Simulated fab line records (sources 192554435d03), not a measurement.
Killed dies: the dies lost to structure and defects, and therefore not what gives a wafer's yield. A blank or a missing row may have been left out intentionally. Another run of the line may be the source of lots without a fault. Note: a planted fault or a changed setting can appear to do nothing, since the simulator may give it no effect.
A struck lot beside a sound one ; flow n5_finfet ; 14 steps out of a route of 1938
Sound: the wafers L451.2, L451.3, L451.4. Struck: wafer L449.3. (L449.4, L449.6 of the same lot were not struck and are left out.) The cause comes at the end.
Per side, at each step with rows, come the tool, then ch with its chambers, and then its first start. Under that, the readings that differ: sound wafers ; struck wafers ; difference of the means ; sigmas: that difference in standard deviations of wafers without a fault.
alike: a reading whose means differ by less than 2 such deviations, as well as words and numbers matching on both sides. not compared: withheld readings; readings where some wafer has no value; bounds like >300 that might hide an equal value; numbers whose values overlap and for which the record gives no deviation.
The two part at a step that has a row with sigmas, a row that says differs or no value, or rows on one side only. Numbers that have no deviation but don't overlap get no sigmas and don't part them. A reading that every wafer of one side lacks parts them only if that side has two wafers or more.

first, 3 steps without rows for these wafers: N5_BEOL_M9_EXPOSE_25 (exposes mask V8); N5_BEOL_M9_PEB_26 (peb time 60 s); N5_BEOL_M9_DEVELOP_27 (develop time 30 s).
N5_BEOL_M9_CD_MEAS_28: the cd target is 70 nm.
  sound on cd_sem-03 ch 0, day 13 11:26; struck on cd_sem-03 ch 0, day 13 02:32
  alike: cd_nm
N5_BEOL_M9_OVL_MEAS_29:
  sound on overlay-01 ch 0, day 13 11:28; struck on overlay-02 ch 0, day 13 02:34
  alike: V8_OVL
N5_BEOL_M9_INSPECT_30: inspects for defects (brightfield).
  struck on defect_inspect-02, day 13 02:37; sound on defect_inspect-02, day 13 11:31
  alike: raw_defect_count
N5_BEOL_M9_DESCUM_33: chemistry O2, time 7 s.
  sound on rie_diel-02 ch 0,2,3, day 13 11:33; struck on rie_diel-04 ch 3, day 13 02:39
reading;sound;struck;difference;sigmas
rf_hours_counter_h (h);66 238 60;28;-93;
  alike: bias_power_w, drypump_motor_current_A, oes_product_au, rf_vpp_V, showerhead_plenum_p_Torr, temp_c, throttle_valve_pct
N5_BEOL_M9_ETCH_76: etches underlayer in N2/H2, target depth 6.5 nm, time 5.2 s.
  sound on rie_diel-02 ch 0,2,3, day 13 11:35; struck on rie_diel-04 ch 3, day 13 02:41
reading;sound;struck;difference;sigmas
rf_hours_counter_h (h);66 238 60;28;-93;
  alike: drypump_motor_current_A, etch_rf_on_time_s, oes_product_au, rf_fwd_power_W, rf_vpp_V, showerhead_plenum_p_Torr, throttle_valve_pct
N5_BEOL_M9_ETCH_65: etches SiARC in CF4, target depth 15.6 nm, time 26 s.
  sound on rie_diel-02 ch 0,2,3, day 13 11:36; struck on rie_diel-04 ch 3, day 13 02:42
reading;sound;struck;difference;sigmas
rf_hours_counter_h (h);66 238 60;28;-93;
  alike: drypump_motor_current_A, etch_rf_on_time_s, oes_product_au, rf_fwd_power_W, rf_vpp_V, showerhead_plenum_p_Torr, throttle_valve_pct
N5_BEOL_M9_ETCH_66: etches SOC in N2/H2, target depth 80 nm, overetch 16 nm, time 120 s.
  sound on rie_diel-02 ch 0,2,3, day 13 11:38; struck on rie_diel-04 ch 3, day 13 02:44
reading;sound;struck;difference;sigmas
rf_hours_counter_h (h);66 238 60;28;-93;
  alike: drypump_motor_current_A, oes_product_au, rf_fwd_power_W, rf_vpp_V, showerhead_plenum_p_Torr, temp_c, throttle_valve_pct
then, 2 steps without rows for these wafers: N5_BEOL_M9_STRIP_69 (strips in N2/H2); N5_BEOL_M9_STRIP_77 (strips in N2/H2).
N5_BEOL_M9_VIA_ETCH_34: etches SiCOH lowk in C4F6/O2, target depth 182.4 nm, time 68.4 s.
  sound on rie_diel-02 ch 0,2,3, day 13 11:44; struck on rie_diel-04 ch 3, day 13 02:50
reading;sound;struck;difference;sigmas
rf_fwd_power_W (W);340.7 339.9 341.7;258.1;-82.7;-64
rf_hours_counter_h (h);66 238 60;29;-92;
rf_vpp_V (V);672 669 680;761;+87;+7
model.etch.depth_nm (nm);183.8 179.8 183.3;168.8;-13.5;
model.SOC_of_BEOL_M9_COAT_63.thk_nm (nm);50.4 51 50.6;51.8;+1.1;
  alike: drypump_motor_current_A, oes_product_au, showerhead_plenum_p_Torr, throttle_valve_pct
then, 1 step without rows for these wafers: N5_BEOL_M9_STRIP_73 (strips in C4F6/O2).

WHERE THEY PART
Only at N5_BEOL_M9_VIA_ETCH_34, as far as this record shows.

WHY: what had been put in by the simulator
rie_diel-04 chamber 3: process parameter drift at N5_BEOL_M9_VIA_ETCH_34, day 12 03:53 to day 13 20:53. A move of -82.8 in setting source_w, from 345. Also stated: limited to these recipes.
